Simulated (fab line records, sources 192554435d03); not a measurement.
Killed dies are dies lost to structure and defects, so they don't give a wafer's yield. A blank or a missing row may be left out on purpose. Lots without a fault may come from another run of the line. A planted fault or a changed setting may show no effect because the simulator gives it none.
fab line records | flow n5_finfet
record lots=5 wafers=13 last_day=16
route steps=1938 shown BEOL_M4@1099 BEOL_M5@1112 BEOL_M8@1395 PASSIVATION@1936
lots that met no fault: from a run of the same line without faults
start_h: hours from the record's first day to the start of the lot's first wafer shown | wait_h: hours since the lot's step before | " the same as in the row above | L1.1+2: a row that stands for several wafers | - no value, or no start given | * or withheld: withheld | < > ~ a bound
route shown NAME@n: a module of which the file shows steps, and the number in the route of the first | usual: mean/standard deviation of fault-free wafers | same: alike in all rows | chamber/n: place in a boat | sites: the reading at each site | _std_site: their standard deviation | _edge_site: outer sites' mean less inner sites' | radius_mm: how far each site lies from the wafer's centre | mask NAME#n: copy n | behind: the tool/chamber that last shaped the wafer | hold: why the lot was held/for how many hours/how that ended | device: the transistor (n, p or np) that didn't switch | end of line: the same wafers' tests at the end of the route | a step without rows: its recipe alone | killed: dies lost to structure and defects at the first sort, not the wafer's yield | map: a wafer's dies, x killed, . not, _ none there
set.NAME: the setting as run; set.NAME@STEP: as run at that earlier step | model.NAME: the simulator's own value behind a step, which no gauge read
lots at some steps of the route; a table a step, a row a wafer
services: from which hour (start_h, from the record's first day; less than 0 if before it) a tool's chamber was out of use, for how many hours, and why
## steps
# step N5_BEOL_M4_ANNEAL_95
# recipe temp_c=400 time_s=240 ambient=vacuum
# step N5_BEOL_M4_SPUTTER_96
# recipe material=Cu target_thk_a=45 temp_c=-20 chamber_pressure_pa=0.07 power_w=withheld time_s=8.29
# step N5_BEOL_M4_ECD_50
# recipe material=Cu target_thk_a=3000
# step N5_BEOL_M4_ANNEAL_51
# recipe temp_c=225 time_s=90 ambient=N2
# step N5_BEOL_M4_CMP_52
# recipe stop_on=SiOC t_overpolish_s=6.8 down_force_psi=1 platen_rpm=50 clearing_platen_down_force_psi=1.5 clearing_platen_rpm=50 post_cmp_clean=cu_alkaline target_thk_nm=40 clearing_platen_pad_velocity_m_s=0.99484 pad_velocity_m_s=0.99484
# step N5_BEOL_M4_PRE_CLEAN_60
# recipe gas=NH3/H2 time_s=15 temp_c=* rf_power_w=300
# step N5_BEOL_M4_CO_CAP_55
# recipe material=Co target_thk_a=20 temp_c=200 precursor=CCTBA/H2 pressure_torr=30 time_s=102.1
# step N5_BEOL_M4_PRE_CLEAN_56
# recipe gas=NH3 time_s=15 temp_c=withheld rf_power_w=300
# step N5_BEOL_M4_DEP_57
# recipe material=SiCN target_thk_a=80 temp_c=withheld precursor=3MS/NH3 pressure_torr=3 rf_w=202 time_s=14
# step N5_BEOL_M4_RC_MEAS_101
# usual DIBL_N=36.0/1.7 DIBL_P=35.8/2 IOFF_N=0.15/0.03 IOFF_P=0.20/0.037 ION_N=670/12 ION_P=460/7.2 SS_N=71.5/0.68 SS_P=73.2/0.65 VT_N=250/3.1 VT_P=-251/3.4
# columns lot.wafer tool chamber start_h wait_h DIBL_N[mV/V] DIBL_P[mV/V] IOFF_N[nA/um] IOFF_P[nA/um] ION_N[uA/um] ION_P[uA/um] SS_N[mV/dec] SS_P[mV/dec] VT_N[mV] VT_P[mV]
L219.1 prober-01 0 200.59 0.0 39.2 40.2 0.21 0.26 693 468 72.6 73.9 246 -247
L219.3 " 0 " " 37.4 37.1 0.16 0.20 647 448 71.6 73.2 251 -252
L219.5 " 0 " " 38.4 38.5 0.18 0.24 663 452 72.5 73.3 247 -246
L221.2 prober-01 0 219.90 0.2 40.2 40.8 0.23 0.28 688 470 73.2 74.2 246 -245
L221.3 " 0 " " 35.4 33.6 0.12 0.17 667 458 71.3 73.4 255 -254
L221.6 " 0 " " 37.1 38.4 0.17 0.24 680 463 72.0 73.3 253 -248
L222.1 prober-02 0 231.14 0.0 36.1 34.8 0.18 0.23 668 458 71.5 73.4 247 -249
L222.2 " 0 " " 34.7 34.6 0.16 0.22 689 475 70.4 72.6 247 -247
L224.1 prober-01 0 243.61 0.0 38.3 37.8 0.17 0.24 676 469 72.2 74.1 251 -246
L224.2 " 0 " " 35.9 35.9 0.14 0.22 669 463 71.9 73.5 251 -247
L230.1 prober-02 0 281.94 0.0 33.0 31.7 0.11 0.16 661 464 70.7 71.9 253 -251
L230.4 " 0 " " 34.2 32.2 0.12 0.16 659 452 70.9 72.3 256 -252
L230.6 " 0 " " 34.5 33.0 0.12 0.18 661 463 71.3 72.0 254 -250
# step N5_BEOL_M5_ILD_DEP_00
# recipe material=SiCOH_lowk target_thk_a=1406.4 temp_c=300 precursor=DEMS/porogen pressure_torr=5 rf_w=500 time_s=25.9
# step N5_BEOL_M5_CURE_79
# recipe temp_c=385 time_s=240 ambient=He/Ar material=SiCOH_lowk
# step N5_BEOL_M5_PECVD_70
# recipe material=SiO2 target_thk_a=160 temp_c=400 precursor=TEOS/O2 pressure_torr=5.5 rf_w=450 teos_flow_sccm=53.8 gas=O2 flow_sccm=3000 time_s=18
# step N5_BEOL_M5_HM_DEP_02
# recipe material=TiN target_thk_a=200 temp_c=25 chamber_pressure_pa=0.49996
# step N5_BEOL_M5_COAT_59
# recipe resist=SOC temp_c=250 time_s=60 spin_rpm=1500 resist_thk_nm=60
# step N5_BEOL_M5_COAT_60
# recipe resist=SiARC temp_c=220 time_s=60 spin_rpm=1500 resist_thk_nm=12
# step N5_BEOL_M5_COAT_71
# recipe resist=underlayer temp_c=205 time_s=60 spin_rpm=1500 resist_thk_nm=5
# step N5_BEOL_M5_COAT_05
# recipe resist=CAR-EUV spin_rpm=1500 resist_thk_nm=30
# step N5_BEOL_M5_EBR_07
# recipe solvent=PGMEA ebr_width_mm=1.5
# step N5_BEOL_M5_SOFTBAKE_06
# recipe temp_c=110 time_s=60 resist=CAR-EUV
# step N5_BEOL_M5_EXPOSE_08
# recipe mask_id=M5 na=0.33 source_shape=annular sigma_inner=0.4 sigma_outer=0.8 polarization=unpolarized target_cd_nm=28 dose_mj=35.75
# step N5_BEOL_M5_PEB_09
# recipe peb_temp_c=100 peb_time_s=60 resist=CAR-EUV
# step N5_BEOL_M5_DEVELOP_10
# recipe develop_time_s=30 developer=TMAH resist=CAR-EUV rinse_liquid=surfactant_rinse dry=air_spin dev_temp_c=23
# step N5_BEOL_M5_DESCUM_16
# recipe chemistry=O2 time_s=7 source_power_w=50 bias_power_w=20 pressure_mtorr=20 rf_frequency_hz=2.712e+07 temp_c=40 resist=CAR-EUV o2_flow_sccm=225
# step N5_BEOL_M5_ETCH_72
# recipe chemistry=N2/H2 target=underlayer target_depth_a=65 mask_material=CAR-EUV time_s=5.2 ion_energy_ev=200 pressure_mtorr=30 source_w=840 bias_w=150 n2_flow_sccm=200 h2_flow_sccm=200 ends=cleared
# step N5_BEOL_M5_ETCH_61
# recipe chemistry=CF4 target=SiARC target_depth_a=156 mask_material=CAR-EUV time_s=26 ion_energy_ev=80 pressure_mtorr=40 source_w=545 bias_w=36 Ar_flow_sccm=100 cf4_flow_sccm=100 ends=cleared
# step N5_BEOL_M5_ETCH_62
# recipe chemistry=N2/H2 target=SOC target_depth_a=750 overetch_a=150 mask_material=SiARC temp_c=40 time_s=112.5 ion_energy_ev=200 pressure_mtorr=30 source_w=840 bias_w=150 n2_flow_sccm=200 h2_flow_sccm=200
# step N5_BEOL_M5_STRIP_63
# recipe chemistry=N2/H2 temp_c=40 n2_flow_sccm=200 h2_flow_sccm=200 rf_frequency_hz=6e+07
# step N5_BEOL_M5_STRIP_73
# recipe chemistry=N2/H2 temp_c=40 n2_flow_sccm=200 h2_flow_sccm=200 rf_frequency_hz=6e+07
# step N5_BEOL_M5_STRIP_64
# recipe chemistry=CF4 resist=SiARC power_w=300 bias_power_w=75 pressure_mtorr=50 cf4_flow_sccm=150 rf_frequency_hz=6e+07
# step N5_BEOL_M5_HM_OPEN_17
# recipe chemistry=Cl2/BCl3 target_depth_a=200 overetch_a=60 target=TiN mask_material=SOC ion_energy_ev=150 pressure_mtorr=10 icp_w=1000 bias_w=126 Cl2_flow_sccm=53.25 bcl3_flow_sccm=21.75 Ar_flow_sccm=25
# step N5_BEOL_M5_STRIP_19
# recipe chemistry=O2 power_w=400 temp_c=40 pressure_mtorr=30 rf_frequency_hz=6e+07 bias_power_w=0 overash_fraction=0.2 o2_flow_sccm=225
# step N5_BEOL_M5_COAT_65
# recipe resist=SOC temp_c=250 time_s=60 spin_rpm=1500 resist_thk_nm=60
# step N5_BEOL_M5_COAT_66
# recipe resist=SiARC temp_c=220 time_s=60 spin_rpm=1500 resist_thk_nm=12
# step N5_BEOL_M8_CMP_52
# recipe stop_on=SiCOH_lowk t_overpolish_s=6.9 down_force_psi=1 platen_rpm=50 clearing_platen_down_force_psi=1.5 clearing_platen_rpm=50 post_cmp_clean=cu_alkaline target_thk_nm=80 clearing_platen_pad_velocity_m_s=0.99484 pad_velocity_m_s=0.99484
# usual barrier_field_endpoint_s=28.9/0.76 motor_current_A=5.9/0.52 overpolish_run_s=6.899/0.01 time_to_endpoint_s=62.0/2.8
# columns lot.wafer tool chamber start_h wait_h barrier_field_endpoint_s motor_current_A overpolish_run_s time_to_endpoint_s
L219.1 cmp-04 0 242.04 0.3 27.4 5.7 6.908 58.9
L219.3 " 2 " " 27.2 6.0 6.882 58.1
L219.5 " 1 " " 28.8 5.9 6.882 61.8
L221.2 cmp-04 2 259.77 0.2 46.8 6.1 0.038 81.7
L221.3 " 3 " " 29.7 6.2 6.896 65.0
L221.6 " 2 " " 29.4 6.0 6.920 59.3
L222.1 cmp-04 1 263.68 0.3 46.8 5.9 0.035 82.3
L222.2 " 3 " " 46.8 6.0 0.032 81.0
L224.1 cmp-04 3 281.34 0.3 46.8 5.9 0.040 79.8
L224.2 " 1 " " 46.8 6.1 0.046 81.0
L230.1 cmp-03 0 318.01 0.3 30.0 5.8 6.898 65.3
L230.4 " 3 " " 28.2 5.6 6.901 54.8
L230.6 " 1 " " 28.6 6.2 6.886 61.5
# step N5_BEOL_M8_THK_MEAS_53
# recipe thk_meas_gauge=xrf reads=Cu_of_BEOL_M8_ECD_50
# usual M8_THK=79.5/1.8
# columns lot.wafer tool chamber start_h wait_h M8_THK[nm]
L219.1 film_metro-01 - 242.33 - 81.1
L219.3 " - " " 77.6
L219.5 " - " " 80.5
L221.2 film_metro-01 - 260.03 - 188.7
L221.3 " - " " 81.0
L221.6 " - " " 81.4
L222.1 film_metro-02 - 263.93 - 196.4
L222.2 " - " " 197.3
L224.1 film_metro-02 - 281.59 - 209.4
L224.2 " - " " 193.4
L230.1 film_metro-01 - 318.30 - 81.3
L230.4 " - " " 78.8
L230.6 " - " " 78.2
# step N5_BEOL_M8_INSPECT_58
# recipe inspect_instrument=darkfield mode=post_dep
# usual raw_defect_count=74/25
# columns lot.wafer tool chamber start_h wait_h raw_defect_count
L219.1 defect_inspect-02 - 242.49 0.0 82
L219.3 " - " " 134
L219.5 " - " " 137
L221.2 defect_inspect-01 - 260.20 0.0 1090
L221.3 " - " " 86
L221.6 " - " " 55
L222.1 defect_inspect-01 - 264.09 0.0 1118
L222.2 " - " " 1134
L224.1 defect_inspect-01 - 281.75 0.0 1101
L224.2 " - " " 1098
L230.1 defect_inspect-02 - 318.46 0.0 52
L230.4 " - " " 89
L230.6 " - " " 84
# step N5_PASSIVATION_PROBE_49
# usual defect_limited_yield=91.4/1.5 killed_at_M0_to_M3=32/9.8 killed_at_M4_up=15/5.6 killed_at_contacts=12/5.4 killed_at_front_end=40/13 killed_at_other=3.0/2.1 killed_dies=102/17 killed_on_rim=14/4.4 killed_open=67/13 killed_short=32/7.1 sort_bin_5_function=5.1/0.96 sort_bin_6_memory=3.2/0.7 sort_n_pass=1078/18 sort_yield_pct=91.3/1.5
# same gross_dies=1180 killed_at_back_side=0 sort_bin_4_leakage[%]=0 sort_bin_8_speed[%]=0
# columns lot.wafer tool chamber start_h wait_h defect_limited_yield[%] killed_at_M0_to_M3 killed_at_M4_up killed_at_contacts killed_at_front_end killed_at_other killed_dies killed_on_rim killed_open killed_short sort_bin_5_function[%] sort_bin_6_memory[%] sort_n_pass sort_yield_pct[%]
L219.1 prober-02 - 310.33 0.0 89.3 63 12 11 40 0 126 23 86 40 5.8 4.5 1054 89.3
L219.3 prober-02 - 310.43 0.1 90.4 38 10 21 41 3 113 11 70 43 5.8 3.5 1067 90.4
L219.5 prober-02 - 310.53 0.2 89.9 34 22 17 44 2 119 20 82 37 6.4 3.2 1061 89.9
L221.2 prober-02 - 322.30 0.1 0 22 1116 3 36 3 1180 152 48 27 4.2 1.9 0 0
L221.3 prober-02 - 322.35 0.1 93.6 16 19 8 28 5 76 13 53 22 3.3 2.9 1104 93.6
L221.6 prober-02 - 322.50 0.3 94.8 18 15 5 23 0 61 10 41 19 2.8 2.1 1119 94.8
L222.1 prober-01 - 331.80 0.0 0 26 1100 10 42 2 1180 152 74 31 4.2 4.3 0 0
L222.2 prober-01 - 331.85 0.1 0 12 1106 21 34 7 1180 152 63 35 5.2 3.0 0 0
L224.1 prober-02 - 352.40 0.0 0 25 1109 14 27 5 1180 152 54 26 4.3 2.2 0 0
L224.2 prober-02 - 352.45 0.1 0 27 1122 10 21 0 1180 152 45 23 3.1 2.5 0 0
L230.1 prober-02 - 393.83 0.0 92.6 31 13 13 27 3 87 18 60 23 4.1 2.8 1093 92.6
L230.4 prober-02 - 393.98 0.2 93.9 22 11 9 27 3 72 8 55 14 4.2 1.6 1108 93.9
L230.6 prober-02 - 394.08 0.3 91.9 31 14 15 32 3 95 19 59 30 4.2 2.9 1085 91.9
# killed by level:class
L219.1 STI_FIN_REVEAL:geometric_particle:open=23 BEOL_M3:geometric_particle:open=17 BEOL_M0_SAQP:geometric_particle:open=12 BEOL_M0_SAQP:geometric_particle:short=12 MOL_CONTACT_COAG:geometric_particle:open=8 FIN_SAQP:geometric_particle:short=7 BEOL_M4:geometric_particle:open=6 BEOL_M1:geometric_particle:open=6
L219.3 MOL_CONTACT_COAG:geometric_particle:open=14 STI_FIN_REVEAL:geometric_particle:open=12 FIN_SAQP:geometric_particle:short=8 BEOL_M1:geometric_particle:open=8 BEOL_M3:geometric_particle:open=7 MOL_CONTACT_COAG:geometric_particle:short=7 BEOL_M0_SAQP:geometric_particle:short=6 STARTING-WAFER:geometric_particle:short=5
L219.5 MOL_CONTACT_COAG:geometric_particle:open=14 FIN_SAQP:geometric_particle:open=12 BEOL_M1:geometric_particle:open=12 BEOL_M4:geometric_particle:short=12 STI_FIN_REVEAL:geometric_particle:open=10 FIN_SAQP:geometric_particle:short=9 BEOL_M3:geometric_particle:open=9 BEOL_M4:geometric_particle:open=5
L221.2 BEOL_M8:area_cmp=1105 GATE_CUT:geometric_particle:short=9 BEOL_M1:geometric_particle:open=8 FIN_SAQP:geometric_particle:short=7 GATE_CUT:geometric_particle:open=5 BEOL_M2:geometric_particle:open=4 BEOL_M5:geometric_particle:open=4 STI_FIN_REVEAL:geometric_particle:open=3
L221.3 BEOL_M4:geometric_particle:open=9 STI_FIN_REVEAL:geometric_particle:open=6 MOL_CONTACT_COAG:geometric_particle:open=6 STARTING-WAFER:geometric_particle:open=5 DUMMY_GATE:geometric_particle:open=4 BEOL_M0_SAQP:geometric_particle:open=4 BEOL_M0_SAQP:geometric_particle:short=4 FIN_SAQP:geometric_particle:open=3
L221.6 GATE_CUT:geometric_particle:short=7 BEOL_M4:geometric_particle:open=5 BEOL_M2:geometric_particle:open=5 STI_FIN_REVEAL:geometric_particle:open=4 MOL_CONTACT_COAG:geometric_particle:open=4 BEOL_M1:geometric_particle:open=4 BEOL_M6:geometric_particle:open=4 DUMMY_GATE:geometric_particle:open=3
L222.1 BEOL_M8:area_cmp=1075 BEOL_M4:geometric_particle:open=12 FIN_SAQP:geometric_particle:open=9 STI_FIN_REVEAL:geometric_particle:open=9 FIN_SAQP:geometric_particle:short=6 MOL_CONTACT_COAG:geometric_particle:open=6 BEOL_M2:geometric_particle:open=5 MOL_CONTACT_COAG:geometric_particle:short=4
L222.2 BEOL_M8:area_cmp=1082 MOL_CONTACT_COAG:geometric_particle:open=18 BEOL_M4:geometric_particle:open=11 FIN_SAQP:geometric_particle:short=6 FIN_SAQP:geometric_particle:open=6 BEOL_M0_SAQP:geometric_particle:short=5 STI_FIN_REVEAL:geometric_particle:open=4 STI_FIN_REVEAL:geometric_particle:short=4
L224.1 BEOL_M8:area_cmp=1099 MOL_CONTACT_COAG:geometric_particle:open=14 BEOL_M0_SAQP:geometric_particle:open=7 FIN_SAQP:geometric_particle:short=6 BEOL_M3:geometric_particle:open=6 STI_FIN_REVEAL:geometric_particle:open=4 FIN_SAQP:geometric_particle:open=3 STI_FIN_REVEAL:geometric_particle:short=3
L224.2 BEOL_M8:area_cmp=1112 BEOL_M0_SAQP:geometric_particle:short=10 MOL_CONTACT_COAG:geometric_particle:open=8 FIN_SAQP:geometric_particle:short=5 BEOL_M0_SAQP:geometric_particle:open=5 FIN_SAQP:geometric_particle:open=4 BEOL_M2:geometric_particle:open=4 BEOL_M3:geometric_particle:open=4
L230.1 BEOL_M2:geometric_particle:open=13 MOL_CONTACT_COAG:geometric_particle:open=8 STI_FIN_REVEAL:geometric_particle:open=6 BEOL_M1:geometric_particle:open=6 MOL_CONTACT_COAG:geometric_particle:short=5 ILD0:geometric_particle:open=4 BEOL_M5:geometric_particle:open=4 HKMG_FIN:area_etch=4
L230.4 BEOL_M2:geometric_particle:open=11 MOL_CONTACT_COAG:geometric_particle:open=8 DUMMY_GATE:geometric_particle:open=6 BEOL_M5:geometric_particle:open=5 FIN_SAQP:geometric_particle:open=4 BEOL_M0_SAQP:geometric_particle:open=4 STI_FIN_REVEAL:geometric_particle:open=3 FIN_SAQP:geometric_particle:short=2
L230.6 MOL_CONTACT_COAG:geometric_particle:open=15 BEOL_M2:geometric_particle:open=9 FIN_SAQP:geometric_particle:short=7 STI_FIN_REVEAL:geometric_particle:open=5 BEOL_M0_SAQP:geometric_particle:short=5 BEOL_M2:geometric_particle:short=5 BEOL_M0_SAQP:geometric_particle:open=4 BEOL_M1:geometric_particle:open=4
# map L221.2 (x killed, . not)
_________________xxxxxxxxxxxx________________
______________xxxxxxxxxxxxxxxxxx_____________
___________xxxxxxxxxxxxxxxxxxxxxxxx__________
__________xxxxxxxxxxxxxxxxxxxxxxxxxx_________
________xxxxxxxxxxxxxxxxxxxxxxxxxxxxxx_______
_______xxxxxxxxxxxxxxxxxxxxxxxxxxxxxxxx______
______xxxxxxxxxxxxxxxxxxxxxxxxxxxxxxxxxx_____
_____xxxxxxxxxxxxxxxxxxxxxxxxxxxxxxxxxxxx____
____xxxxxxxxxxxxxxxxxxxxxxxxxxxxxxxxxxxxxx___
___xxxxxxxxxxxxxxxxxxxxxxxxxxxxxxxxxxxxxxxx__
___xxxxxxxxxxxxxxxxxxxxxxxxxxxxxxxxxxxxxxxx__
__xxxxxxxxxxxxxxxxxxxxxxxxxxxxxxxxxxxxxxxxxx_
__xxxxxxxxxxxxxxxxxxxxxxxxxxxxxxxxxxxxxxxxxx_
_xxxxxxxxxxxxxxxxxxxxxxxxxxxxxxxxxxxxxxxxxxxx
_xxxxxxxxxxxxxxxxxxxxxxxxxxxxxxxxxxxxxxxxxxxx
_xxxxxxxxxxxxxxxxxxxxxxxxxxxxxxxxxxxxxxxxxxxx
_xxxxxxxxxxxxxxxxxxxxxxxxxxxxxxxxxxxxxxxxxxxx
_xxxxxxxxxxxxxxxxxxxxxxxxxxxxxxxxxxxxxxxxxxxx
_xxxxxxxxxxxxxxxxxxxxxxxxxxxxxxxxxxxxxxxxxxxx
_xxxxxxxxxxxxxxxxxxxxxxxxxxxxxxxxxxxxxxxxxxxx
_xxxxxxxxxxxxxxxxxxxxxxxxxxxxxxxxxxxxxxxxxxxx
__xxxxxxxxxxxxxxxxxxxxxxxxxxxxxxxxxxxxxxxxxx_
__xxxxxxxxxxxxxxxxxxxxxxxxxxxxxxxxxxxxxxxxxx_
___xxxxxxxxxxxxxxxxxxxxxxxxxxxxxxxxxxxxxxxx__
___xxxxxxxxxxxxxxxxxxxxxxxxxxxxxxxxxxxxxxxx__
____xxxxxxxxxxxxxxxxxxxxxxxxxxxxxxxxxxxxxx___
_____xxxxxxxxxxxxxxxxxxxxxxxxxxxxxxxxxxxx____
______xxxxxxxxxxxxxxxxxxxxxxxxxxxxxxxxxx_____
_______xxxxxxxxxxxxxxxxxxxxxxxxxxxxxxxx______
________xxxxxxxxxxxxxxxxxxxxxxxxxxxxxx_______
__________xxxxxxxxxxxxxxxxxxxxxxxxxx_________
___________xxxxxxxxxxxxxxxxxxxxxxxx__________
______________xxxxxxxxxxxxxxxxxx_____________
_________________xxxxxxxxxxxx________________
# map L222.1 (x killed, . not)
_________________xxxxxxxxxxxx________________
______________xxxxxxxxxxxxxxxxxx_____________
___________xxxxxxxxxxxxxxxxxxxxxxxx__________
__________xxxxxxxxxxxxxxxxxxxxxxxxxx_________
________xxxxxxxxxxxxxxxxxxxxxxxxxxxxxx_______
_______xxxxxxxxxxxxxxxxxxxxxxxxxxxxxxxx______
______xxxxxxxxxxxxxxxxxxxxxxxxxxxxxxxxxx_____
_____xxxxxxxxxxxxxxxxxxxxxxxxxxxxxxxxxxxx____
____xxxxxxxxxxxxxxxxxxxxxxxxxxxxxxxxxxxxxx___
___xxxxxxxxxxxxxxxxxxxxxxxxxxxxxxxxxxxxxxxx__
___xxxxxxxxxxxxxxxxxxxxxxxxxxxxxxxxxxxxxxxx__
__xxxxxxxxxxxxxxxxxxxxxxxxxxxxxxxxxxxxxxxxxx_
__xxxxxxxxxxxxxxxxxxxxxxxxxxxxxxxxxxxxxxxxxx_
_xxxxxxxxxxxxxxxxxxxxxxxxxxxxxxxxxxxxxxxxxxxx
_xxxxxxxxxxxxxxxxxxxxxxxxxxxxxxxxxxxxxxxxxxxx
_xxxxxxxxxxxxxxxxxxxxxxxxxxxxxxxxxxxxxxxxxxxx
_xxxxxxxxxxxxxxxxxxxxxxxxxxxxxxxxxxxxxxxxxxxx
_xxxxxxxxxxxxxxxxxxxxxxxxxxxxxxxxxxxxxxxxxxxx
_xxxxxxxxxxxxxxxxxxxxxxxxxxxxxxxxxxxxxxxxxxxx
_xxxxxxxxxxxxxxxxxxxxxxxxxxxxxxxxxxxxxxxxxxxx
_xxxxxxxxxxxxxxxxxxxxxxxxxxxxxxxxxxxxxxxxxxxx
__xxxxxxxxxxxxxxxxxxxxxxxxxxxxxxxxxxxxxxxxxx_
__xxxxxxxxxxxxxxxxxxxxxxxxxxxxxxxxxxxxxxxxxx_
___xxxxxxxxxxxxxxxxxxxxxxxxxxxxxxxxxxxxxxxx__
___xxxxxxxxxxxxxxxxxxxxxxxxxxxxxxxxxxxxxxxx__
____xxxxxxxxxxxxxxxxxxxxxxxxxxxxxxxxxxxxxx___
_____xxxxxxxxxxxxxxxxxxxxxxxxxxxxxxxxxxxx____
______xxxxxxxxxxxxxxxxxxxxxxxxxxxxxxxxxx_____
_______xxxxxxxxxxxxxxxxxxxxxxxxxxxxxxxx______
________xxxxxxxxxxxxxxxxxxxxxxxxxxxxxx_______
__________xxxxxxxxxxxxxxxxxxxxxxxxxx_________
___________xxxxxxxxxxxxxxxxxxxxxxxx__________
______________xxxxxxxxxxxxxxxxxx_____________
_________________xxxxxxxxxxxx________________
## services
# columns tool chamber start_h hours kind
cmp-03 - 230.98 19.1 repair
cmp-04 - 235.93 5.2 pm
cmp-04 - 243.75 1.7 repair
cmp-04 - 291.40 4.0 pm
cmp-04 - 295.40 - consumable_replace:conditioner
cmp-04 - 295.40 - consumable_replace:pad
## key
first_sign step=N5_BEOL_M8_CMP_52 reading=overpolish_run_s direction=down sigmas=99+ usual=6.899 struck=0.038
effect step=N5_BEOL_M8_CMP_52 reading=barrier_field_endpoint_s direction=up sigmas=23 usual=28.9 struck=46.8
effect step=N5_BEOL_M8_THK_MEAS_53 reading=M8_THK direction=up sigmas=67 usual=79.5 struck=197.0
effect step=N5_BEOL_M8_INSPECT_58 reading=raw_defect_count direction=up sigmas=42 usual=74 struck=1108
effect step=N5_PASSIVATION_PROBE_49 reading=killed_at_M4_up direction=up sigmas=99+ usual=15 struck=1111
more_kills_born_at N5_BEOL_M8_CMP_52@cmp-04=5473
met_at N5_BEOL_M8_CMP_52
struck_wafers L221.2,L222.1,L222.2,L224.1,L224.2
later_rows_left_out L221.2,L222.1,L222.2,L224.1,L224.2
onset_between 242.04 259.77
fault kind=process_parameter_drift tool=cmp-04 chamber=- onset_h=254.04 steps=N5_BEOL_M8_CMP_52 channel=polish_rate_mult offset=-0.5 shape=step end_h=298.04 scope=struck_wafers_only
# later_rows_left_out: the simulator's readings of these wafers behind a module that went badly wrong aren't trusted and aren't shown, but for the sort
